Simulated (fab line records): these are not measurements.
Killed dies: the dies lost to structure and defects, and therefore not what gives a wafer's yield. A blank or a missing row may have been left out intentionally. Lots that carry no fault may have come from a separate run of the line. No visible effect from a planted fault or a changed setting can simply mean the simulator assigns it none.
Chamber matching	flow n5_finfet	ald_sin-03 running N5_BEOL_M1_ALD_98: 4 sister chambers
The step deposits SiO2, target thk 2.5 nm, pulse time 1 s, co reactant pulse time 1 s. 8 wafers are shown with their chamber, then 9 later ones without.

## WAFERS PAIRED WITH THEIR CHAMBERS
wafer	chamber	heater_power_w (W)	precursor_pulse_height_rel
L076.4	3	78	1.019
L076.5	2	86	0.992
L078.1	0	71	0.972
L078.3	2	85	1.000
L078.6	1	93	1.015
L080.1	0	70	0.981
L080.4	1	95	1.002
L080.5	3	79	0.996

## WAFERS WHOSE CHAMBER IS MISSING
wafer	heater_power_w (W)	precursor_pulse_height_rel
L083.2	92	1.013
L083.3	78	1.010
L083.5	77	1.005
L095.1	80	0.991
L095.3	91	1.021
L095.5	81	1.006
L096.1	88	1.007
L096.2	94	0.987
L096.3	78	1.003

## EACH ONE'S CHAMBER
wafer	from the rows above	in truth
L083.2	1	1
L083.3	3	3
L083.5	3	3
L095.1	3	3
L095.3	1	1
L095.5	3	3
L096.1	2	2
L096.2	1	1
L096.3	3	3
Placed correctly: 9 of 9. Number that these rows cannot place: 0. Number placed wrongly: 0.
How it was worked out, from the rows above alone: a wafer's distance from a chamber is the root of the sum, over the readings, of the square of ((its reading less the chamber's mean) divided by the reading's scatter). If the next closest chamber is less than 2 further off than the closest, the wafer can't be placed; otherwise it belongs to the closest. A chamber's mean is the mean of its shown wafers. The scatter: take each reading less its chamber's mean, square it, sum over the shown wafers, divide by the number of wafers less the number of chambers, and take the root.
